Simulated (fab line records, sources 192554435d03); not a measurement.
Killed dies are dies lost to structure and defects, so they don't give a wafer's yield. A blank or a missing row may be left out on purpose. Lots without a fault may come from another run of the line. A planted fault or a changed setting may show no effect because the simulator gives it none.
Chamber matching | flow n5_finfet | N5_BEOL_M3_ETCH_74 on rie_diel-03: 4 sister chambers
The step etches underlayer in N2/H2, target depth 6.5 nm, time 5.2 s. 18 wafers are shown with their chamber, then 9 later ones without.

WAFERS WITH THEIR CHAMBER
wafer  | chamber | showerhead_plenum_p_Torr (Torr) | drypump_motor_current_A (A) | throttle_valve_pct (%)
L074.1 | 3       | 2.57                            | 5.1                         | 17.64
L074.5 | 0       | 2.65                            | 5.3                         | 17.91
L074.6 | 1       | 2.63                            | 5.2                         | 17.86
L075.1 | 2       | 2.49                            | 4.8                         | 17.67
L075.2 | 0       | 2.64                            | 5.3                         | 17.89
L075.4 | 3       | 2.57                            | 5.1                         | 17.64
L078.1 | 3       | 2.57                            | 5.1                         | 17.65
L078.4 | 3       | 2.57                            | 5.1                         | 17.69
L078.6 | 1       | 2.63                            | 5.2                         | 17.88
L080.1 | 2       | 2.49                            | 4.8                         | 17.25
L080.3 | 1       | 2.63                            | 5.2                         | 17.87
L080.4 | 0       | 2.64                            | 5.3                         | 17.95
L082.2 | 1       | 2.63                            | 5.1                         | 17.88
L082.3 | 0       | 2.64                            | 5.3                         | 17.93
L082.6 | 2       | 2.49                            | 4.8                         | 17.25
L084.1 | 2       | 2.49                            | 4.8                         | 17.25
L084.2 | 0       | 2.64                            | 5.3                         | 17.94
L084.4 | 3       | 2.56                            | 5.1                         | 17.70

SIGNATURES (means of the wafers above)
reading                  | chamber 0 | chamber 1 | chamber 2 | chamber 3 | scatter within a chamber
showerhead_plenum_p_Torr | 2.6420    | 2.6300    | 2.4900    | 2.5680    | 0.00338
drypump_motor_current_A  | 5.300     | 5.175     | 4.800     | 5.100     | 0.0231
throttle_valve_pct       | 17.9240   | 17.8725   | 17.3550   | 17.6640   | 0.0994
Rule: a wafer's distance from a chamber is the root of the sum, over the readings, of the square of ((its reading less the chamber's mean) divided by the reading's scatter). The wafer belongs to the nearest chamber; if the next one is less than 2 further off, it can't be placed. The scatter: the root of (the sum of the squares of (reading less its chamber's mean) over the shown wafers, divided by (wafers less chambers)).

WAFERS WITHOUT THEIR CHAMBER
wafer  | showerhead_plenum_p_Torr (Torr) | drypump_motor_current_A (A) | throttle_valve_pct (%)
L085.1 | 2.62                            | 5.2                         | 17.89
L085.2 | 2.64                            | 5.4                         | 17.95
L085.4 | 2.62                            | 5.2                         | 17.89
L094.1 | 2.62                            | 5.2                         | 17.93
L094.2 | 2.48                            | 4.8                         | 17.30
L094.3 | 2.63                            | 5.3                         | 17.97
L097.3 | 2.48                            | 4.8                         | 17.30
L097.4 | 2.61                            | 5.1                         | 17.93
L097.6 | 2.63                            | 5.3                         | 18.00

WHICH CHAMBER EACH WENT THROUGH
wafer  | from the rows above     | in truth
L085.1 | 1                       | 1
L085.2 | 0                       | 0
L085.4 | 1                       | 1
L094.1 | 1                       | 1
L094.2 | 2                       | 2
L094.3 | can't be placed: 0 or 1 | 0
L097.3 | 2                       | 2
L097.4 | 1                       | 1
L097.6 | can't be placed: 0 or 1 | 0
Placed correctly: 7 of 9. Can't be placed from these rows: 2 (the true chamber is among the candidates in 2). Placed wrongly: 0.
